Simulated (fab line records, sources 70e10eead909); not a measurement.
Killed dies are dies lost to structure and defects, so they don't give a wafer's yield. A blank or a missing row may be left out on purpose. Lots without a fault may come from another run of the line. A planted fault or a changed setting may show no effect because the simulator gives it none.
fab line records | flow nand_harc
record lots=6 wafers=18 last_day=30
route steps=1302 shown A_CONTACT@1091 A_BLC@1108 END@1302
lots that met no fault: from a run of the same line without faults
start_h: hours from the record's first day to the start of the lot's first wafer shown | wait_h: hours since the lot's step before | " the same as in the row above | L1.1+2: a row that stands for several wafers | - no value, or no start given | * or withheld: withheld | < > ~ a bound
route shown NAME@n: a module of which the file shows steps, and the number in the route of the first | usual: mean/standard deviation of fault-free wafers | same: alike in all rows | chamber/n: place in a boat | sites: the reading at each site | _std_site: their standard deviation | _edge_site: outer sites' mean less inner sites' | radius_mm: how far each site lies from the wafer's centre | mask NAME#n: copy n | behind: the tool/chamber that last shaped the wafer | hold: why the lot was held/for how many hours/how that ended | device: the transistor (n, p or np) that didn't switch | end of line: the same wafers' tests at the end of the route | a step without rows: its recipe alone | killed: dies lost to structure and defects at the first sort, not the wafer's yield | map: a wafer's dies, x killed, . not, _ none there
set.NAME: the setting as run; set.NAME@STEP: as run at that earlier step | model.NAME: the simulator's own value behind a step, which no gauge read
lots at some steps of the route; a table a step, a row a wafer
services: from which hour (start_h, from the record's first day; less than 0 if before it) a tool's chamber was out of use, for how many hours, and why
## steps
# step NHARC_A_CONTACT_ETCH_139
# recipe source_w=withheld pressure_mtorr=20 bias_v=400 time_s=195 target_depth_a=8400 ar_flow_sccm=withheld c4f8_flow_sccm=11.5 o2_flow_sccm=7.2 chemistry=C4F8/O2/Ar
# columns lot.wafer tool chamber start_h wait_h rf_hours_counter_h
L613.1 har_cap_etch-01 0 557.54 0.2 8
L613.2 " 1 " " 8
L613.6 " 1 " " -
L614.1 har_cap_etch-02 0 586.59 0.2 99
L614.4 " 0 " " -
L614.5 " 0 " " -
L615.2 har_cap_etch-02 0 605.76 0.2 102
L615.4 " 1 " " -
L615.3 " 0 " " -
L620.1 har_cap_etch-03 1 646.16 0.2 71
L620.4 " 1 " " -
L620.3 " 0 " " -
L627.3 har_cap_etch-02 0 716.91 0.2 -
L627.5 " 1 " " -
L627.6 " 0 " " -
L629.1 har_cap_etch-03 1 721.24 0.2 82
L629.3 " 0 " " -
L629.5 " 0 " " -
# step NHARC_A_CONTACT_ETCH_92
# recipe target_depth_a=400 over_etch_frac=0.5 time_s=85.7 ion_energy_ev=120 ch3f_flow_sccm=50 o2_flow_sccm=30 ar_flow_sccm=200 rf_w=500 bias_w=100 chemistry=CH3F/O2
# usual drypump_motor_current_A=6.09/0.26 oes_product_au=0.95/0.031 rf_fwd_power_W=496.0/2.1 rf_vpp_V=244.8/2.2 showerhead_plenum_p_Torr=2.49/0.15 throttle_valve_pct=20.665/0.0083
# columns lot.wafer tool chamber start_h wait_h drypump_motor_current_A oes_product_au rf_fwd_power_W rf_hours_counter_h rf_vpp_V showerhead_plenum_p_Torr throttle_valve_pct
L613.2 rie_diel-02 2 558.10 0.5 6.38 0.93 493.4 29 244.4 2.55 20.664
L613.1 " 1 " " 6.02 0.93 496.5 31 247.6 2.64 20.667
L613.6 " 3 " " 5.62 0.93 500.7 - 241.5 2.28 20.663
L614.4 rie_diel-07 0 587.11 0.4 6.13 0.92 494.8 42 247.4 2.64 20.667
L614.1 " 2 " " 5.93 1.00 496.5 13 242.9 2.41 20.663
L614.5 " 0 " " 6.11 0.92 494.2 - 247.1 2.64 20.654
L615.2 rie_diel-02 1 606.27 0.5 6.03 0.93 496.3 6 247.9 2.63 20.672
L615.4 " 2 " " 6.40 0.93 493.8 6 246.2 2.55 20.664
L615.3 " 0 " " 6.23 0.92 494.0 7 247.1 2.64 20.669
L620.4 rie_diel-07 0 646.72 0.4 6.08 0.91 495.5 63 246.5 2.63 20.644
L620.3 " 1 " " 5.74 0.92 496.1 58 243.0 2.29 20.667
L620.1 " 3 " " 6.13 0.92 496.0 64 247.5 2.56 20.673
L627.3 rie_diel-02 2 717.36 0.4 6.41 0.94 495.8 25 245.8 2.54 20.667
L627.5 " 0 " " 6.24 0.93 491.8 - 246.9 2.64 20.663
L627.6 " 1 " " 6.05 0.93 498.0 - 245.5 2.63 20.660
L629.1 rie_diel-02 3 721.76 0.5 5.59 0.93 499.0 26 241.0 2.27 20.676
L629.3 " 1 " " 6.02 0.92 497.9 26 246.1 2.63 20.651
L629.5 " 3 " " 5.62 0.93 496.6 - 241.9 2.27 20.665
# step NHARC_A_CONTACT_ETCH_98
# recipe target_depth_a=200 over_etch_frac=0.5 time_s=10 ion_energy_ev=250 c4f6_flow_sccm=25 o2_flow_sccm=20 ar_flow_sccm=500 rf_w=600 bias_w=500 chemistry=C4F6/O2
# step NHARC_A_CONTACT_CD_MEAS_15
# usual cd_nm=190.1/0.49
# columns lot.wafer tool chamber start_h wait_h cd_nm
L613.1 cd_sem-01 - 558.31 - 189.9
L613.2 " - " " 189.0
L613.6 " - " " 189.5
L614.1 cd_sem-02 - 587.34 - 189.8
L614.4 " - " " 190.0
L614.5 " - " " 190.1
L615.2 cd_sem-02 - 606.49 - 190.5
L615.3 " - " " 190.1
L615.4 " - " " 190.2
L620.1 cd_sem-02 - 646.94 - 190.1
L620.3 " - " " 190.0
L620.4 " - " " 189.9
L627.3 cd_sem-02 - 717.55 - 189.3
L627.5 " - " " 189.4
L627.6 " - " " 189.6
L629.1 cd_sem-03 - 721.98 - 190.4
L629.3 " - " " 189.9
L629.5 " - " " 190.1
# step NHARC_A_CONTACT_STRIP_107
# recipe n2_flow_sccm=150 h2_flow_sccm=150 ar_flow_sccm=0 bias_w=0 chemistry=N2/H2
# step NHARC_A_CONTACT_STRIP_108
# recipe cf4_flow_sccm=100 chf3_flow_sccm=30 ar_flow_sccm=0 bias_w=0 chemistry=CF4/CHF3
# step NHARC_A_CONTACT_STRIP_109
# recipe o2_flow_sccm=400 cos_flow_sccm=20 ar_flow_sccm=0 bias_w=0 chemistry=O2/COS
# step NHARC_A_CONTACT_ETCH_110
# recipe target_depth_a=600 overetch_a=60 time_s=33 ion_energy_ev=100 cf4_flow_sccm=80 o2_flow_sccm=20 ar_flow_sccm=0 rf_w=300 bias_w=100 chemistry=CF4/O2
# usual drypump_motor_current_A=6.12/0.26 oes_product_au=1.002/0.0082 rf_fwd_power_W=295.7/1.9 rf_vpp_V=197.9/1.9 showerhead_plenum_p_Torr=1.35/0.082 throttle_valve_pct=13.398/0.0086
# columns lot.wafer tool chamber start_h wait_h drypump_motor_current_A oes_product_au rf_fwd_power_W rf_hours_counter_h rf_vpp_V showerhead_plenum_p_Torr throttle_valve_pct
L613.1 rie_diel-13 0 558.61 0.1 6.42 1.003 296.4 8 197.7 1.26 13.388
L613.2 " 2 " " 6.28 1.001 293.6 7 198.8 1.43 13.399
L613.6 " 0 " " 6.45 1.002 298.3 - 195.7 1.26 13.415
L614.4 rie_diel-13 0 587.66 0.1 6.44 1.002 297.5 19 194.6 1.26 13.404
L614.1 " 2 " " 6.25 1.002 292.9 15 200.0 1.43 13.388
L614.5 " 1 " " 6.41 1.015 296.5 - 199.0 1.38 13.392
L615.3 rie_diel-02 3 606.79 0.1 5.62 1.021 296.9 6 196.0 1.24 13.405
L615.2 " 0 " " 6.23 1.020 294.5 7 200.6 1.44 13.397
L615.4 " 2 " " 6.36 1.014 294.1 6 198.1 1.39 13.394
L620.3 rie_diel-07 0 647.23 0.1 6.10 1.002 295.4 63 200.1 1.43 13.415
L620.1 " 2 " " 5.94 1.006 295.7 30 197.0 1.30 13.394
L620.4 " 3 " " 6.14 0.983 295.6 64 198.0 1.39 13.393
L627.3 rie_diel-07 2 717.85 0.1 5.97 1.012 296.8 20 197.9 1.30 13.414
L627.6 " 3 " " 6.14 1.005 297.1 - 199.3 1.39 13.407
L627.5 " 0 " " 6.11 1.005 295.2 - 199.3 1.43 13.400
L629.3 rie_diel-02 1 722.27 0.1 6.03 0.991 296.9 26 199.9 1.43 13.405
L629.1 " 0 " " 6.24 0.997 292.2 27 198.1 1.43 13.399
L629.5 " 2 " " 6.36 1.001 292.8 - 197.5 1.38 13.413
# step NHARC_A_CONTACT_STRIP_26
# recipe o2_flow_sccm=500 ar_flow_sccm=0 bias_w=0 chemistry=O2
# usual drypump_motor_current_A=6.15/0.25 oes_product_au=1.003/0.0072 rf_vpp_V=57.8/0.99 showerhead_plenum_p_Torr=3.56/0.2 throttle_valve_pct=17.038/0.0095
# columns lot.wafer tool chamber start_h wait_h drypump_motor_current_A oes_product_au rf_hours_counter_h rf_vpp_V showerhead_plenum_p_Torr throttle_valve_pct
L613.2 rie_diel-13 0 - - 6.49 1.003 8 57.1 3.34 17.049
L613.1 " 2 " " 6.25 0.998 7 57.8 3.77 17.041
L613.6 " 1 " " 6.41 0.999 - 58.4 3.64 17.040
L614.1 rie_diel-13 2 - - 6.26 0.993 15 57.1 3.77 17.028
L614.4 " 3 " " 6.07 0.993 17 57.0 3.32 17.034
L614.5 " 1 " " 6.40 1.003 - 56.7 3.63 17.046
L615.3 rie_diel-02 1 - - 6.04 1.005 6 59.7 3.77 17.056
L615.4 " 2 " " 6.39 1.010 6 58.9 3.66 17.040
L615.2 " 3 " " 5.62 1.015 6 57.2 3.28 17.026
L620.4 rie_diel-07 3 - - 6.16 0.995 64 55.6 3.67 17.038
L620.3 " 1 " " 5.75 0.992 58 57.1 3.29 17.036
L620.1 " 2 " " 5.96 1.009 30 59.2 3.45 17.041
L627.3 rie_diel-07 2 - - 5.93 1.005 20 57.8 3.44 17.032
L627.6 " 2 " " 5.95 1.010 - 57.8 3.44 17.047
L627.5 " 3 " " 6.17 1.014 - 58.2 3.66 17.054
L629.1 rie_diel-02 2 - - 6.40 1.014 26 58.3 3.64 17.045
L629.3 " 3 " " 5.62 1.005 26 58.1 3.27 17.049
L629.5 " 1 " " 6.02 1.004 - 58.8 3.76 17.022
# step NHARC_A_CONTACT_STRIP_27
# recipe time_s=600 temp_c=30 chemistry=post_etch_residue_remover
# step NHARC_A_CONTACT_ALD_18
# recipe target_thk_a=30 pulse_time_s=1 ald_cycles=150 temp_c=450 material=TiN
# usual heater_power_w=1089/120 precursor_pulse_height_rel=0.997/0.021
# columns lot.wafer tool chamber start_h wait_h heater_power_w precursor_pulse_height_rel
L613.1 ald_metal-02 1 559.25 - 1001 0.939
L613.2 " 2 " " 1118 0.968
L613.6 " 2 " " 1088 0.999
L614.4 ald_metal-02 0 588.49 - 1369 0.968
L614.1 " 1 " " 1001 1.018
L614.5 " 3 " " 1122 0.986
L615.3 ald_metal-01 0 607.44 - 1152 1.014
L615.2 " 2 " " 1050 1.034
L615.4 " 3 " " 928 0.983
L620.1 ald_metal-01 3 647.88 - 931 1.014
L620.3 " 1 " " 1250 0.988
L620.4 " 2 " " 1052 0.980
L627.3 ald_metal-01 0 718.53 - 1182 0.971
L627.6 " 2 " " 1098 1.010
L627.5 " 3 " " 920 0.989
L629.1 ald_metal-04 2 722.94 - 949 1.021
L629.3 " 3 " " 1080 1.009
L629.5 " 1 " " 1066 0.985
# step NHARC_A_CONTACT_CVD_19
# recipe target_thk_a=3000 temp_c=300 pressure_torr=40 wf6_flow_sccm=40 h2_flow_sccm=1600 ar_flow_sccm=1560 time_s=802 material=W
# step NHARC_A_CONTACT_CMP_20
# recipe t_overpolish_s=30 target_thk_nm=300
# usual motor_current_A=11.2/1.3 overpolish_run_s=29.999/0.0088 time_to_endpoint_s=60/3
# columns lot.wafer tool chamber start_h wait_h motor_current_A overpolish_run_s time_to_endpoint_s
L613.2 cmp-04 1 560.34 0.6 9.2 30.010 66
L613.1 " 2 " " 11.8 29.997 61
L613.6 " 2 " " 11.5 29.998 61
L614.1 cmp-03 0 589.59 0.7 11.4 30.022 59
L614.4 " 2 " " 9.7 30.000 64
L614.5 " 0 " " 10.7 29.980 63
L615.3 cmp-02 2 608.55 0.4 11.1 29.993 64
L615.2 " 0 " " 12.4 30.000 63
L615.4 " 1 " " 9.3 29.999 62
L620.1 cmp-02 1 648.96 0.8 9.7 29.997 58
L620.3 " 2 " " 11.3 29.994 59
L620.4 " 3 " " 13.8 29.982 59
L627.3 cmp-03 2 719.59 0.5 10.2 0.037 118
L627.6 " 1 " " 13.1 0.037 117
L627.5 " 2 " " 10.0 0.045 118
L629.3 cmp-03 2 724.04 0.5 10.5 0.031 115
L629.1 " 3 " " 10.4 0.044 116
L629.5 " 1 " " 13.1 0.043 116
# step NHARC_A_CONTACT_SRD_22
# step NHARC_A_CONTACT_INSPECT_23
# usual raw_defect_count=515/120
# columns lot.wafer tool chamber start_h wait_h hold raw_defect_count
L613.1 defect_inspect-02 - 560.74 0.1 - 424
L613.2 " - " " - 504
L613.6 " - " " - 671
L614.1 defect_inspect-02 - 589.97 0.1 - 421
L614.4 " - " " - 511
L614.5 " - " " - 490
L615.2 defect_inspect-02 - 608.95 0.1 - 378
L615.3 " - " " - 476
L615.4 " - " " - 610
L620.1 defect_inspect-01 - 649.37 0.1 - 461
L620.3 " - " " - 468
L620.4 " - " " - 360
L627.3 defect_inspect-01 - 719.97 0.1 await_dispo/0.2h/release 2637
L627.5 " - " " await_dispo/0.2h/release 2370
L627.6 " - " " await_dispo/0.2h/release 2652
L627.3 defect_inspect-01 - 720.14 0.2 - 2636
L627.5 " - " " - 2365
L627.6 " - " " - 2662
L629.1 defect_inspect-01 - 724.42 0.1 await_dispo/0.2h/release 2572
L629.3 " - " " await_dispo/0.2h/release 2215
L629.5 " - " " await_dispo/0.2h/release 2223
L629.1 defect_inspect-01 - 724.59 0.2 - 2570
L629.3 " - " " - 2232
L629.5 " - " " - 2224
# step NHARC_A_BLC_HMDS_01
# recipe time_s=30
# step NHARC_A_BLC_COAT_02
# recipe temp_c=260 time_s=75
# step NHARC_A_BLC_COAT_03
# recipe temp_c=225 time_s=65
# step NHARC_A_BLC_COAT_04
# recipe spin_rpm=1500 resist_thk_nm=90
# step NHARC_A_BLC_SOFTBAKE_05
# recipe temp_c=105 time_s=55
# step NHARC_A_BLC_EBR_06
# step NHARC_A_BLC_EXPOSE_07
# recipe na=1.35 target_cd_nm=100 dose_mj=67.97 mask_id=A_BLC
# step NHARC_A_BLC_PEB_08
# recipe peb_temp_c=100 peb_time_s=65
# step NHARC_A_BLC_DEVELOP_09
# recipe develop_time_s=35 dev_temp_c=23
# step NHARC_A_BLC_CD_MEAS_10
# recipe target_cd_nm=100 landing_energy_ev=500
# usual cd_nm=100.1/0.44
# columns lot.wafer tool chamber start_h wait_h cd_nm
L613.1 cd_sem-01 0 561.25 - 100.0
L613.2 " 0 " " 99.9
L613.6 " 0 " " 100.0
L614.1 cd_sem-03 0 590.35 - 100.4
L614.4 " 0 " " 100.0
L614.5 " 0 " " 100.3
L615.2 cd_sem-03 0 609.33 - 100.5
L615.3 " 0 " " 99.9
L615.4 " 0 " " 99.4
L620.1 cd_sem-01 0 649.75 - 99.8
L620.3 " 0 " " 100.9
L620.4 " 0 " " 99.6
L627.3 cd_sem-02 0 723.88 - 99.9
L627.5 " 0 " " 99.6
L627.6 " 0 " " 99.5
L629.1 cd_sem-03 0 729.27 - 99.6
L629.3 " 0 " " 99.0
L629.5 " 0 " " 99.1
# step NHARC_A_BLC_OVL_MEAS_11
# usual overlay_x_nm=-0.1/0.81 overlay_y_nm=0.1/0.92
# columns lot.wafer tool chamber start_h wait_h overlay_x_nm overlay_y_nm
L613.1 overlay-02 - 561.34 - 0.2 -1.4
L613.2 " - " " 0.6 -1.1
L613.6 " - " " 0.3 -0.9
L614.1 overlay-02 - 590.44 - 0.5 3.1
L614.4 " - " " 0.2 2.6
L614.5 " - " " -0.2 2.2
L615.2 overlay-01 - 609.42 - 0.2 0.9
L615.3 " - " " 0.2 0.8
L615.4 " - " " -0.5 0.0
L620.1 overlay-02 - 649.84 - -1.3 -0.4
L620.3 " - " " -1.1 -0.4
L620.4 " - " " -1.1 -0.5
L627.3 overlay-02 - 723.96 - -0.6 -0.1
L627.5 " - " " -0.4 0.8
L627.6 " - " " -0.2 0.6
L629.1 overlay-01 - 729.36 - -1.1 0.2
L629.3 " - " " -1.2 0.6
L629.5 " - " " -0.8 0.3
# step NHARC_A_BLC_INSPECT_12
# usual raw_defect_count=84/41
# columns lot.wafer tool chamber start_h wait_h hold raw_defect_count
L613.1 defect_inspect-02 - 561.37 0.0 - 90
L613.2 " - " " - 110
L613.6 " - " " - 106
L614.1 defect_inspect-02 - 590.47 0.0 - 132
L614.4 " - " " - 121
L614.5 " - " " - 115
L615.2 defect_inspect-01 - 609.46 0.0 - 80
L615.3 " - " " - 64
L615.4 " - " " - 99
L620.1 defect_inspect-01 - 649.88 0.0 - 20
L620.3 " - " " - 18
L620.4 " - " " - 19
L627.3 defect_inspect-02 - 724.00 0.0 await_dispo/0.2h/release 6264
L627.5 " - " " await_dispo/0.2h/release 5166
L627.6 " - " " await_dispo/0.2h/release 6030
L627.3 defect_inspect-02 - 724.17 0.2 - 6312
L627.5 " - " " - 5182
L627.6 " - " " - 5966
L629.1 defect_inspect-01 - 729.40 0.0 await_dispo/0.2h/release 6184
L629.3 " - " " await_dispo/0.2h/release 3826
L629.5 " - " " await_dispo/0.2h/release 4795
L629.1 defect_inspect-01 - 729.57 0.2 - 6188
L629.3 " - " " - 3828
L629.5 " - " " - 4762
# step NHARC_END_SORT_01
# recipe temp_c=25
# usual defect_limited_yield=91/3.1 killed_at_array=56/21 killed_at_other=1.2/1.6 killed_at_periphery=3.7/2.5 killed_dies=61/21 killed_open=3.1/1.8 killed_short=2.8/1.7
# same gross_dies=677
# columns lot.wafer tool chamber start_h wait_h defect_limited_yield[%] killed_at_array killed_at_other killed_at_periphery killed_dies killed_open killed_short
L620.1 prober-02 0 690.40 2.5 96 23 1 1 25 1 4
# killed by level:class
L620.1 A_CHANNEL_HOLE_D1:chamber_film_flake=10 A_SLIT:chamber_film_flake=5 A_WL_FILL:chamber_film_flake=3 P_CONTACT:geometric_particle:short=1 A_CHANNEL_FILL_D1:geometric_particle:short=1 A_CHANNEL_FILL_D2:geometric_particle:open=1 A_SLIT:geometric_particle:short=1 A_CONTACT:geometric_particle:short=1
## services
# columns tool chamber start_h hours kind
cmp-03 - 540.96 2.4 repair
cmp-03 - 554.17 4.0 pm
rie_diel-02 - 570.70 9.0 pm
cmp-04 - 596.94 1.1 repair
rie_diel-13 - 597.85 0.8 repair
cmp-02 - 599.11 1.4 repair
cmp-04 - 601.33 4.0 pm
ald_metal-02 - 610.00 10.0 pm
cmp-04 - 616.70 0.9 repair
rie_diel-07 0 619.56 4.4 repair
cmp-02 - 624.58 4.0 pm
ald_metal-01 - 629.15 0.8 repair
rie_diel-02 3 633.45 5.0 repair
rie_diel-07 - 648.39 9.0 pm
ald_metal-01 - 651.56 0.8 repair
cmp-03 - 652.17 4.0 pm
ald_metal-02 - 658.72 0.2 repair
rie_diel-02 - 668.68 1.2 repair
rie_diel-07 - 674.05 0.3 repair
rie_diel-07 0 691.05 7.6 repair
cmp-02 - 697.05 0.7 repair
rie_diel-13 - 698.21 9.0 pm
ald_metal-01 - 704.00 10.0 pm
cmp-02 - 722.60 4.0 pm
## key
first_sign step=NHARC_A_CONTACT_CMP_20 reading=overpolish_run_s direction=down sigmas=99+ usual=29.999 struck=0.040
effect step=NHARC_A_CONTACT_CMP_20 reading=time_to_endpoint_s direction=up sigmas=19 usual=* struck=*
effect step=NHARC_A_CONTACT_INSPECT_23 reading=visit direction=added
effect step=NHARC_A_CONTACT_INSPECT_23 reading=raw_defect_count direction=up sigmas=16 usual=515 struck=2445
effect step=NHARC_A_BLC_INSPECT_12 reading=visit direction=added
effect step=NHARC_A_BLC_INSPECT_12 reading=raw_defect_count direction=up sigmas=99+ usual=84 struck=5378
met_at NHARC_A_CONTACT_CMP_20
struck_wafers L627.3,L627.5,L627.6,L629.1,L629.3,L629.5
scrapped_behind NHARC_A_BLC_INSPECT_12 L627.3,L627.5,L627.6,L629.1,L629.3,L629.5
onset_between 589.59 719.59
fault kind=process_parameter_drift tool=cmp-03 chamber=- onset_h=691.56 steps=NHARC_A_CONTACT_CMP_20 channel=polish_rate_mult offset=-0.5 shape=step end_h=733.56
